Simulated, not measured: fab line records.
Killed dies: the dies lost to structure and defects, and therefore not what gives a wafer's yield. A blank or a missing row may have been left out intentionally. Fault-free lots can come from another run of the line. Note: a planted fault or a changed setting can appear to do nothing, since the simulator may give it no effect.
Split-lot trial ; flow n5 finfet ; 21 wafers read from 7 lots, route of 1938 steps

## THE SPLIT
At N5_BEOL_M14_ILD_DEP_00 (deposits SiO2 from TEOS/O2, target thk 1119.3 nm, time 237.4 s), the setting time s was moved away from the recipe's 237.4 s on 5 of the 21 wafers read, by -14.6% to +14.8%. The other wafers ran this setting at the recipe's value.

Between the split and the reading, the file records no step.

## THE READING
M14_ILD_THK in nanometres, read at N5_BEOL_M14_THK_MEAS_01. Fault-free wafers of this fab line usually give 1117 nm, standard deviation 15 nm.

wafer;tool, chamber at the split;time s as run, s;against the recipe;M14_ILD_THK, nm;against lot-mates on the recipe
L076.2;pecvd-01, 0;237.4;recipe;1128;-
L076.4;pecvd-01, 0;259.2;+9.2%;1254;+122
L076.6;pecvd-01, 2;237.4;recipe;1136;-
L078.1;pecvd-03, 1;237.4;recipe;1103;-
L078.2;pecvd-03, 0;237.4;recipe;1121;-
L078.6;pecvd-03, 0;272.5;+14.8%;1302;+190
L082.3;pecvd-04, 2;202.7;-14.6%;942;-197
L082.4;pecvd-04, 0;237.4;recipe;1139;-
L082.5;pecvd-04, 1;202.7;-14.6%;961;-178
L083.1;pecvd-01, 0;237.4;recipe;1126;-
L083.2;pecvd-01, 2;237.4;recipe;1111;-
L083.5;pecvd-01, 2;237.4;recipe;1124;-
L089.2;pecvd-04, 1;204.7;-13.8%;956;-155
L089.3;pecvd-04, 2;237.4;recipe;1091;-
L089.4;pecvd-04, 0;237.4;recipe;1131;-
L092.1;pecvd-01, 2;237.4;recipe;1119;-
L092.2;pecvd-01, 1;237.4;recipe;1126;-
L092.4;pecvd-01, 0;237.4;recipe;1142;-
L096.1;pecvd-03, 1;237.4;recipe;1091;-
L096.2;pecvd-03, 2;237.4;recipe;1095;-
L096.3;pecvd-03, 0;237.4;recipe;1076;-

THE FIT
A straight line over all 21 wafers: M14_ILD_THK changes by +12.1 nm for each +1% of time s; r = +0.97; the points scatter about the line by 19 nm.
The same after taking each lot's own level away (the mean of its wafers on the recipe; 21 wafers): +12.6 nm for each +1%; r = +0.99; scatter 11 nm.
On that fit, the largest move of time s shifts the reading by 1.9e+02 nm.
From 1087.3 to 1139.0 nm: that is the span of the lots' own levels, equal to 3.4 times the standard deviation above.
So the lot-to-lot level changes the slope little: the two slopes agree.
Check: +185 nm against its lot-mates is what the line predicts for one of the wafers moved furthest among these (+14.8%) when that wafer is left out of the fit. Against them it came out at +190 nm.

## OTHER SPLITS ON THESE WAFERS
Other splits were also applied to these wafers ahead of the reading. Each is held against what the fit with the lots' levels taken away leaves over:
other split on the same wafers;wafers away from the commonest value;r with M14_ILD_THK (lot level and that fit taken away)
N5_BEOL_M12_PEB_08 peb time s;6;-0.15

## THE WHOLE CHAIN: every reading that the file lists as answering this split, in the file's order
step;what it does;reading;change (the file's fit);r (the file's)
N5_BEOL_M14_ILD_DEP_00;deposits SiO2 from TEOS/O2, target thk 1119.3 nm, time 237.4 s;SiO2_of_BEOL_M14_ILD_DEP_00.thk nm (the simulator's own value, which no gauge read);+12.5 nm for each +1% of the setting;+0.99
N5_BEOL_M14_THK_MEAS_01;;M14_ILD_THK;+12.5 for each +1% of the setting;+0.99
N5_BEOL_M14_VIA_ETCH_16;etches SiO2 in C4F8/O2/Ar, target depth 1231.3 nm;etch.depth nm (the simulator's own value, which no gauge read);+12.5 nm for each +1% of the setting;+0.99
N5_BEOL_M14_VIA_ETCH_16;etches SiO2 in C4F8/O2/Ar, target depth 1231.3 nm;coat_of_BEOL_M14_COAT_04.thk nm (the simulator's own value, which no gauge read);-2.55 nm for each +1% of the setting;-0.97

## FILE'S OWN FIT
M14_ILD_THK changes by +12.5 nm for each +1% of time s, r = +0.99.
